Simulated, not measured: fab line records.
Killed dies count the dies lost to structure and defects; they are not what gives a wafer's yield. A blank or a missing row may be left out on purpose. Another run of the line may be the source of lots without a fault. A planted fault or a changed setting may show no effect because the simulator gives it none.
fab line records    flow nand_harc
[record] lots = 14  wafers = 42  last_day = 24
route steps=1159 shown A_STAIRCASE@551
lots that met no fault: from a run of the same line without faults
start_h: the number of hours between the record's first day and the start of the first shown wafer of the lot    wait_h: how many hours have passed since the lot's step before this one    " identical to the entry in the row above    L1.1+2: one row covering several wafers at once    - value missing, or start not given    * or withheld: withheld    < > ~ a bound
route shown NAME@n: a module of which the file shows steps, and the number in the route of the first    usual: average and standard deviation across the fault-free wafers    same: alike in all rows    chamber/n: place in a boat    sites: the reading at each site    _std_site: the standard deviation of these    _edge_site: inner sites' mean taken away from outer sites' mean    radius_mm: for every site, how far away it sits from the centre of the wafer    mask NAME#n: copy n    behind: tool/chamber where the wafer was last shaped    hold: what put the lot on hold/how long, in hours/how the hold closed    device: names the non-switching transistor (n, p or np)    end of line: tests run on the same wafers once the route is complete    a step with no rows: only its recipe    killed: count of dies lost to structure and defects at first sort (not the wafer's yield)    map: per-die view of a wafer (x killed, . not killed, _ where there is no die)
set.NAME: the setting the step ran with; set.NAME@STEP: the setting that earlier step ran with    model.NAME: the simulator's own value behind a step, which no gauge read
one table for each step of the route and one row for each wafer, over a sample of lots
services: a tool's chamber out of use, with start hour (start_h, from the record's first day; less than 0 if before it), hours out, and reason
[[steps]]
[step NHARC_A_STAIRCASE_ETCH_15]
[recipe] target_depth_a = 1000  time_s = 40.5  ion_energy_ev = 400  c4f8_flow_sccm = 20  o2_flow_sccm = 10  ar_flow_sccm = withheld  rf_w = 600  bias_w = 1000  chemistry = C4F8/O2
[usual] oes_product_au = 0.945/0.014  rf_vpp_V = 898/4.7
lot.wafer  tool         chamber  start_h  wait_h  oes_product_au  rf_hours_counter_h  rf_vpp_V
L427.1     rie_diel-11  0        -        -       0.955           15                  889
L427.3     "            3        "        "       0.935           16                  896
L427.5     "            1        "        "       0.967           -                   900
L429.2     rie_diel-11  1        -        -       0.953           19                  901
L429.6     "            2        "        "       0.945           -                   898
L429.5     "            3        "        "       0.920           -                   895
L428.4     rie_diel-11  3        -        -       0.952           21                  896
L428.1     "            1        "        "       0.955           20                  900
L428.6     "            0        "        "       0.956           -                   890
L432.3     rie_diel-11  3        -        -       0.943           23                  895
L432.2     "            0        "        "       0.950           22                  888
L432.6     "            3        "        "       0.940           -                   895
L431.2     rie_diel-11  2        -        -       0.954           22                  900
L431.3     "            0        "        "       0.944           22                  887
L431.6     "            1        "        "       0.935           -                   901
L433.3     rie_diel-07  0        -        -       0.937           11                  895
L433.1     "            2        "        "       0.962           12                  897
L433.5     "            0        "        "       0.935           -                   894
L434.2     rie_diel-11  1        -        -       0.955           28                  902
L434.3     "            2        "        "       0.943           29                  899
L434.4     "            3        "        "       0.929           30                  895
L437.3     rie_diel-13  1        -        -       0.933           8                   901
L437.2     "            2        "        "       0.954           7                   902
L437.5     "            0        "        "       0.939           -                   903
L441.1     rie_diel-13  3        -        -       0.915           7                   902
L441.6     "            3        "        "       0.922           -                   902
L441.5     "            0        "        "       0.947           -                   904
L440.2     rie_diel-11  3        -        -       0.922           45                  896
L440.1     "            1        "        "       0.963           45                  901
L440.6     "            3        "        "       0.924           -                   896
L443.2     rie_diel-11  1        -        -       0.959           50                  901
L443.1     "            2        "        "       0.948           49                  898
L443.6     "            2        "        "       0.953           -                   900
L448.3     rie_diel-07  3        -        -       0.940           41                  897
L448.2     "            1        "        "       0.946           42                  896
L448.5     "            2        "        "       0.973           -                   896
L447.1     rie_diel-07  0        -        -       0.948           44                  894
L447.5     "            2        "        "       0.943           -                   897
L447.4     "            1        "        "       0.930           -                   896
L450.3     rie_diel-13  2        -        -       0.942           29                  903
L450.2     "            3        "        "       0.929           30                  902
L450.6     "            1        "        "       0.931           -                   901
[step NHARC_A_STAIRCASE_TRIM_18]
[recipe] time_s = 211.2  o2_flow_sccm = 500  ar_flow_sccm = 0  bias_w = 0  chemistry = O2
[usual] drypump_motor_current_A = 6.0/0.36  o2_flow_sccm = 499.9/1.5  oes_product_au = 1.006/0.013  rf_vpp_V = 57.9/0.86  run_length_s = 232.5/0.52  showerhead_plenum_p_Torr = 3.57/0.13  throttle_valve_pct = 17.036/0.0091
lot.wafer  tool         chamber  start_h  wait_h  drypump_motor_current_A  o2_flow_sccm  oes_product_au  rf_hours_counter_h  rf_vpp_V  run_length_s  showerhead_plenum_p_Torr  throttle_valve_pct
L427.1     rie_diel-11  0        -        -       5.4                      499.3         1.023           16                  56.4      232.6         3.33                      17.046
L427.3     "            1        "        "       6.3                      498.3         1.019           15                  57.1      233.0         3.68                      17.041
L427.5     "            1        "        "       6.3                      500.7         1.007           -                   57.3      233.4         3.68                      17.047
L429.2     rie_diel-11  1        -        -       6.3                      500.2         1.010           19                  58.1      232.8         3.68                      17.027
L429.5     "            0        "        "       5.4                      498.5         1.021           -                   58.6      232.7         3.33                      17.049
L429.6     "            1        "        "       6.3                      499.7         1.010           -                   58.4      232.7         3.68                      17.032
L428.1     rie_diel-11  2        -        -       6.5                      500.3         0.998           21                  58.9      231.4         3.64                      17.034
L428.4     "            3        "        "       6.0                      500.1         0.981           22                  59.1      231.9         3.52                      17.044
L428.6     "            1        "        "       6.3                      500.5         1.006           -                   58.2      233.2         3.68                      17.039
L432.2     rie_diel-11  1        -        -       6.4                      498.3         1.009           22                  59.1      233.1         3.67                      17.042
L432.3     "            3        "        "       5.9                      500.5         0.996           23                  57.3      232.1         3.52                      17.046
L432.6     "            1        "        "       6.3                      496.5         1.011           -                   57.6      232.8         3.67                      17.036
L431.2     rie_diel-11  2        -        -       6.5                      501.2         1.008           23                  55.8      231.8         3.64                      17.027
L431.3     "            3        "        "       5.9                      498.6         0.981           23                  57.6      232.2         3.52                      17.045
L431.6     "            2        "        "       6.5                      500.5         1.001           -                   58.6      231.4         3.64                      17.030
L433.1     rie_diel-07  2        -        -       5.9                      502.3         1.014           12                  58.4      232.9         3.54                      17.032
L433.3     "            0        "        "       6.3                      499.2         0.991           11                  59.7      232.6         3.49                      17.034
L433.5     "            2        "        "       5.9                      502.1         1.015           -                   59.0      232.9         3.54                      17.029
L434.2     rie_diel-11  2        -        -       6.5                      500.4         1.022           29                  58.3      231.8         3.63                      17.041
L434.3     "            3        "        "       5.9                      498.0         0.997           30                  59.0      232.6         3.52                      17.043
L434.4     "            0        "        "       5.4                      498.3         1.015           29                  58.9      232.8         3.32                      17.049
L437.2     rie_diel-13  2        -        -       6.0                      498.8         1.028           7                   59.1      233.5         3.70                      17.027
L437.3     "            0        "        "       5.6                      498.2         1.008           8                   58.5      232.8         3.76                      17.027
L437.5     "            3        "        "       5.6                      500.0         1.001           -                   57.7      232.4         3.70                      17.032
L441.1     rie_diel-13  3        -        -       5.6                      498.5         0.991           8                   58.4      232.7         3.70                      17.023
L441.5     "            0        "        "       5.6                      500.0         1.015           -                   59.0      232.5         3.76                      17.030
L441.6     "            1        "        "       5.6                      499.7         0.990           -                   58.4      232.3         3.69                      17.031
L440.2     rie_diel-11  0        -        -       5.4                      500.7         1.020           47                  57.3      232.8         3.31                      17.017
L440.1     "            2        "        "       6.5                      499.8         0.999           45                  56.9      231.4         3.63                      17.043
L440.6     "            0        "        "       5.4                      500.7         1.016           -                   57.3      232.8         3.31                      17.047
L443.2     rie_diel-11  3        -        -       6.0                      499.9         0.981           49                  57.4      232.5         3.51                      17.035
L443.1     "            0        "        "       5.4                      498.5         1.016           52                  56.6      232.8         3.31                      17.048
L443.6     "            3        "        "       5.9                      496.4         0.988           -                   57.9      232.0         3.51                      17.023
L448.3     rie_diel-07  1        -        -       6.1                      501.5         0.999           43                  59.4      232.1         3.53                      17.036
L448.2     "            2        "        "       5.9                      501.0         1.025           37                  57.7      233.0         3.53                      17.028
L448.5     "            1        "        "       6.1                      502.0         0.999           -                   58.3      232.2         3.53                      17.038
L447.1     rie_diel-07  2        -        -       5.9                      499.8         1.032           38                  57.6      233.2         3.52                      17.035
L447.4     "            1        "        "       6.0                      500.8         0.997           -                   57.4      232.1         3.53                      17.029
L447.5     "            2        "        "       5.9                      500.2         1.031           -                   57.2      232.9         3.53                      17.038
L450.3     rie_diel-13  3        -        -       5.7                      502.0         0.998           31                  59.3      232.5         3.69                      17.037
L450.2     "            0        "        "       5.6                      499.1         0.999           35                  58.0      232.9         3.75                      17.033
L450.6     "            2        "        "       6.0                      498.9         1.014           -                   59.1      232.8         3.69                      17.054
[step NHARC_A_STAIRCASE_TRIM_24]
[recipe] time_s = 211.2  o2_flow_sccm = 500  ar_flow_sccm = 0  bias_w = 0  chemistry = O2
[usual] drypump_motor_current_A = 5.9/0.34  o2_flow_sccm = 500.0/1.4  oes_product_au = 1.003/0.014  rf_vpp_V = 57.8/0.78  run_length_s = 232.6/0.44  showerhead_plenum_p_Torr = 3.59/0.13  throttle_valve_pct = 17.036/0.0078
lot.wafer  tool         chamber  start_h  wait_h  drypump_motor_current_A  o2_flow_sccm  oes_product_au  rf_hours_counter_h  rf_vpp_V  run_length_s  showerhead_plenum_p_Torr  throttle_valve_pct
L427.1     rie_diel-13  1        235.40   -       5.6                      498.6         0.982           48                  59.2      232.4         3.71                      17.035
L427.3     "            2        "        "       6.0                      500.5         0.994           45                  58.7      232.9         3.72                      17.034
L427.5     "            3        "        "       5.6                      496.6         0.994           -                   57.8      232.7         3.72                      17.050
L429.2     rie_diel-07  1        246.90   -       6.1                      502.0         1.014           3                   58.1      232.1         3.55                      17.026
L429.6     "            1        "        "       6.0                      501.1         1.004           -                   56.5      232.4         3.55                      17.025
L429.5     "            2        "        "       5.9                      498.5         1.013           -                   58.6      233.3         3.54                      17.048
L428.1     rie_diel-11  0        250.88   -       5.4                      502.6         1.021           21                  58.5      232.7         3.32                      17.041
L428.4     "            3        "        "       5.9                      497.6         0.992           22                  57.1      232.1         3.52                      17.043
L428.6     "            0        "        "       5.4                      499.4         1.015           -                   56.7      232.7         3.33                      17.043
L432.2     rie_diel-07  2        253.68   -       5.9                      501.0         1.023           7                   58.1      232.6         3.54                      17.034
L432.3     "            3        "        "       5.9                      502.2         0.996           8                   57.7      233.2         3.60                      17.035
L432.6     "            1        "        "       6.1                      496.9         1.012           -                   57.6      232.2         3.55                      17.048
L431.2     rie_diel-13  0        253.85   -       5.7                      501.3         0.993           59                  59.5      232.7         3.77                      17.041
L431.3     "            2        "        "       6.0                      502.2         0.995           52                  58.4      233.0         3.71                      17.028
L431.6     "            0        "        "       5.6                      501.6         0.988           -                   58.0      232.6         3.77                      17.039
L433.3     rie_diel-07  0        269.10   -       6.4                      501.1         1.001           12                  57.5      232.7         3.49                      17.035
L433.1     "            3        "        "       5.8                      500.4         0.989           13                  57.2      233.3         3.59                      17.038
L433.5     "            0        "        "       6.4                      498.9         1.005           -                   57.6      232.7         3.49                      17.051
L434.4     rie_diel-11  3        269.42   -       5.9                      501.6         0.980           30                  56.9      232.0         3.52                      17.033
L434.3     "            0        "        "       5.4                      502.1         1.004           29                  56.0      232.4         3.32                      17.046
L434.2     "            1        "        "       6.3                      499.5         1.006           28                  57.9      232.8         3.67                      17.031
L437.2     rie_diel-07  3        313.83   -       5.8                      500.4         0.997           25                  58.9      233.3         3.59                      17.038
L437.3     "            0        "        "       6.4                      499.8         1.001           24                  58.0      232.5         3.48                      17.040
L437.5     "            0        "        "       6.3                      499.5         0.989           -                   56.9      232.9         3.48                      17.044
L441.1     rie_diel-13  1        314.09   -       5.6                      501.5         0.987           8                   57.3      232.6         3.69                      17.042
L441.6     "            3        "        "       5.6                      499.2         0.985           -                   59.0      232.4         3.70                      17.044
L441.5     "            0        "        "       5.6                      501.2         1.000           -                   58.4      232.9         3.76                      17.027
L440.2     rie_diel-11  0        321.93   -       5.4                      501.8         1.011           49                  58.3      312.2         3.31                      17.035
L440.1     "            2        "        "       6.5                      499.1         0.999           47                  57.9      231.6         3.62                      17.049
L440.6     "            0        "        "       5.4                      500.2         1.006           -                   57.3      311.8         3.31                      17.042
L443.2     rie_diel-11  0        326.80   -       5.4                      500.9         1.028           52                  57.1      311.9         3.31                      17.032
L443.1     "            2        "        "       6.5                      501.9         1.008           50                  58.1      231.7         3.62                      17.040
L443.6     "            1        "        "       6.3                      497.1         1.028           -                   57.5      232.9         3.66                      17.028
L448.3     rie_diel-13  3        360.92   -       5.6                      498.6         0.992           26                  57.5      232.8         3.69                      17.043
L448.2     "            0        "        "       5.7                      500.4         0.998           30                  57.3      232.5         3.75                      17.039
L448.5     "            2        "        "       6.1                      496.5         1.027           -                   59.0      233.0         3.69                      17.033
L447.1     rie_diel-13  3        369.86   -       5.6                      501.5         0.997           29                  59.0      232.4         3.69                      17.036
L447.4     "            2        "        "       6.0                      499.0         1.010           28                  57.2      232.9         3.69                      17.020
L447.5     "            3        "        "       5.6                      502.0         0.986           -                   58.4      232.5         3.69                      17.046
L450.2     rie_diel-13  0        374.08   -       5.7                      499.7         0.986           35                  58.4      232.5         3.75                      17.042
L450.3     "            2        "        "       6.0                      502.0         1.010           30                  58.4      233.3         3.69                      17.046
L450.6     "            0        "        "       5.6                      501.6         0.993           -                   58.8      232.6         3.75                      17.036
[step NHARC_A_STAIRCASE_TRIM_26]
[recipe] time_s = 211.2  o2_flow_sccm = 500  ar_flow_sccm = 0  bias_w = 0  chemistry = O2
[usual] drypump_motor_current_A = 5.9/0.34  o2_flow_sccm = 500.1/1.7  oes_product_au = 1.003/0.013  rf_vpp_V = 58.0/0.9  run_length_s = 232.6/0.48  showerhead_plenum_p_Torr = 3.60/0.12  throttle_valve_pct = 17.038/0.0094
lot.wafer  tool         chamber  start_h  wait_h  drypump_motor_current_A  o2_flow_sccm  oes_product_au  rf_hours_counter_h  rf_vpp_V  run_length_s  showerhead_plenum_p_Torr  throttle_valve_pct
L427.1     rie_diel-13  2        -        -       6.0                      499.2         0.993           45                  59.0      233.0         3.72                      17.037
L427.3     "            0        "        "       5.7                      500.5         0.990           50                  58.3      232.9         3.78                      17.028
L427.5     "            2        "        "       6.0                      500.4         0.996           -                   57.8      233.1         3.72                      17.022
L429.2     rie_diel-07  0        -        -       6.4                      497.5         0.994           4                   57.1      233.3         3.49                      17.035
L429.6     "            3        "        "       5.8                      499.6         0.987           -                   57.2      233.0         3.60                      17.040
L429.5     "            0        "        "       6.3                      497.7         0.989           -                   57.6      232.7         3.49                      17.052
L428.1     rie_diel-11  1        -        -       6.3                      498.3         1.006           21                  58.2      233.2         3.68                      17.039
L428.4     "            2        "        "       6.5                      498.9         1.012           22                  59.3      231.6         3.64                      17.019
L428.6     "            3        "        "       5.9                      500.0         0.992           -                   58.6      231.9         3.52                      17.031
L432.2     rie_diel-07  1        -        -       6.1                      500.8         1.016           6                   57.4      232.5         3.55                      17.061
L432.3     "            0        "        "       6.3                      501.3         0.989           7                   57.0      232.5         3.49                      17.053
L432.6     "            1        "        "       6.0                      497.3         1.006           -                   58.6      232.4         3.55                      17.034
L431.3     rie_diel-13  2        -        -       6.0                      498.2         0.996           52                  56.8      233.3         3.71                      17.038
L431.2     "            1        "        "       5.6                      502.4         0.978           56                  57.4      232.3         3.70                      17.041
L431.6     "            2        "        "       6.0                      497.9         1.009           -                   59.3      233.0         3.71                      17.049
L433.1     rie_diel-07  3        -        -       5.8                      500.0         1.003           13                  56.1      233.3         3.59                      17.040
L433.3     "            0        "        "       6.4                      501.9         0.999           12                  58.1      232.9         3.49                      17.020
L433.5     "            3        "        "       5.8                      498.3         0.990           -                   57.4      233.5         3.60                      17.032
L434.2     rie_diel-11  1        -        -       6.3                      501.8         1.023           28                  57.9      232.9         3.67                      17.043
L434.4     "            2        "        "       6.5                      498.0         1.003           29                  58.3      232.1         3.63                      17.044
L434.3     "            3        "        "       5.9                      499.6         0.993           30                  57.8      232.0         3.52                      17.041
L437.2     rie_diel-07  1        -        -       6.1                      499.8         0.989           25                  59.2      232.5         3.54                      17.035
L437.3     "            2        "        "       5.9                      501.8         1.024           20                  57.6      233.0         3.53                      17.033
L437.5     "            3        "        "       5.8                      499.6         0.995           -                   58.0      233.3         3.59                      17.040
L441.1     rie_diel-13  1        -        -       5.6                      501.7         0.988           8                   58.0      232.4         3.69                      17.043
L441.5     "            0        "        "       5.6                      501.2         1.009           -                   58.4      233.2         3.76                      17.036
L441.6     "            1        "        "       5.6                      500.5         0.983           -                   57.7      232.3         3.69                      17.027
L440.1     rie_diel-11  0        -        -       5.4                      499.6         1.026           49                  56.5      232.4         3.31                      17.033
L440.2     "            1        "        "       6.4                      497.4         1.014           48                  59.0      232.8         3.66                      17.034
L440.6     "            3        "        "       5.9                      498.4         0.991           -                   58.4      232.5         3.51                      17.021
L443.2     rie_diel-11  1        -        -       6.4                      500.7         1.012           50                  57.8      233.1         3.66                      17.049
L443.1     "            3        "        "       5.9                      500.0         0.989           50                  57.8      232.0         3.51                      17.066
L443.6     "            2        "        "       6.5                      501.4         1.003           -                   57.0      231.6         3.62                      17.034
L448.3     rie_diel-13  1        -        -       5.6                      498.0         0.990           29                  59.6      232.6         3.68                      17.044
L448.2     "            2        "        "       6.0                      500.9         1.018           25                  57.7      232.8         3.69                      17.050
L448.5     "            0        "        "       5.6                      500.3         0.988           -                   58.0      233.0         3.75                      17.035
L447.4     rie_diel-13  0        -        -       5.7                      501.9         0.988           33                  57.0      232.5         3.75                      17.024
L447.1     "            3        "        "       5.6                      500.3         1.003           29                  57.3      232.6         3.69                      17.045
L447.5     "            1        "        "       5.6                      498.6         0.986           -                   57.4      233.2         3.68                      17.043
L450.2     rie_diel-13  3        -        -       5.6                      501.4         1.010           31                  57.2      232.4         3.69                      17.040
L450.3     "            1        "        "       5.6                      498.9         0.992           34                  56.6      232.4         3.68                      17.048
L450.6     "            3        "        "       5.6                      504.1         1.002           -                   58.6      232.5         3.69                      17.040
[[services]]
tool         chamber  start_h  hours  kind
rie_diel-11  0        223.20   -      clean
rie_diel-11  1        223.20   -      clean
rie_diel-11  2        223.20   -      clean
rie_diel-11  3        223.20   -      clean
rie_diel-07  -        228.27   9.0    pm
rie_diel-11  0        247.75   -      clean
rie_diel-11  1        247.75   -      clean
rie_diel-11  2        247.75   -      clean
rie_diel-11  3        247.75   -      clean
rie_diel-07  2        268.97   15.6   repair
rie_diel-11  0        272.31   -      clean
rie_diel-11  1        272.31   -      clean
rie_diel-11  2        272.31   -      clean
rie_diel-11  3        272.31   -      clean
rie_diel-13  -        276.32   9.0    pm
rie_diel-11  3        279.07   6.1    repair
rie_diel-11  0        297.30   -      clean
rie_diel-11  1        297.30   -      clean
rie_diel-11  2        297.30   -      clean
rie_diel-11  3        297.30   -      clean
rie_diel-13  -        315.34   0.5    repair
rie_diel-11  0        321.80   -      clean
rie_diel-11  1        321.80   -      clean
rie_diel-11  -        366.68   9.0    pm
[[key]]
[first_sign] step = NHARC_A_STAIRCASE_TRIM_24  reading = run_length_s  direction = up  sigmas = 99+  usual = *  struck = *
effect none on later readings
met_at NHARC_A_STAIRCASE_TRIM_24
struck_lots L440,L443
struck_wafers L440.2,L440.6,L443.2
later_rows_left_out L440.2,L440.6,L443.2
sort_left_out L440.2,L440.6,L443.2
tester_left_out L440,L443
not_acting_at NHARC_A_STAIRCASE_ETCH_15,NHARC_A_STAIRCASE_TRIM_18,NHARC_A_STAIRCASE_TRIM_26
onset_between 269.42 321.93
[fault] kind = process_parameter_drift  tool = rie_diel-11  chamber = 0  onset_h = 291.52  steps = NHARC_A_STAIRCASE_TRIM_24  channel = time_s  offset = *  shape = step  end_h = 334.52  acts_in = *  stated = *
// tester_left_out: of these lots the tester's yield and bins aren't shown, on N5 and GAA mostly nor the transistor test; their killed dies are dies lost to structure and defects alone, not to doping, threshold or leakage, so they don't give the yield
// sort_left_out: the simulated sort isn't trusted on such a fault, so these wafers' sort isn't shown, and their yield isn't known
// later_rows_left_out: the simulator's readings of these wafers behind a module that went badly wrong aren't trusted and aren't shown, but for the sort
